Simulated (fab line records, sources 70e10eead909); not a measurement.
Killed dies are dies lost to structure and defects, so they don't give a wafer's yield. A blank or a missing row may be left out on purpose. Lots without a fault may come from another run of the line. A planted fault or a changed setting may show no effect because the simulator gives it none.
Chamber matching | flow nand_harc | NHARC_A_STAIRCASE_DESCUM_252 on rie_diel-03: 4 sister chambers
The step chemistry O2, time 3 s. 4 wafers are shown with their chamber, then 9 later ones without.

WAFERS WITH THEIR CHAMBER
wafer  | chamber | showerhead_plenum_p_Torr (Torr)
L086.3 | 3       | 2.06
L086.4 | 0       | 1.88
L089.2 | 2       | 1.98
L089.6 | 1       | 1.95

WAFERS WITHOUT THEIR CHAMBER
wafer  | showerhead_plenum_p_Torr (Torr)
L090.2 | 2.06
L090.5 | 1.88
L090.6 | 1.95
L093.2 | 1.97
L093.3 | 1.95
L093.5 | 1.88
L097.2 | 1.97
L097.5 | 2.06
L097.6 | 1.97

WHICH CHAMBER EACH WENT THROUGH
wafer  | from the rows above     | in truth
L090.2 | 3                       | 3
L090.5 | 0                       | 0
L090.6 | 1                       | 1
L093.2 | can't be placed: 2 or 1 | 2
L093.3 | 1                       | 1
L093.5 | 0                       | 0
L097.2 | can't be placed: 2 or 1 | 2
L097.5 | 3                       | 3
L097.6 | can't be placed: 2 or 1 | 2
Placed correctly: 6 of 9. Can't be placed from these rows: 3 (the true chamber is among the candidates in 3). Placed wrongly: 0.
How it was worked out, from the rows above alone: a wafer's distance from a chamber is the root of the sum, over the readings, of the square of ((its reading less the chamber's mean) divided by the reading's scatter). The wafer belongs to the nearest chamber; if the next one is less than 2 further off, it can't be placed. A chamber's mean is the mean of its shown wafers. The scatter: with one shown wafer a chamber, the root of the mean of the squares of how far each hidden wafer lies from its nearest shown one.
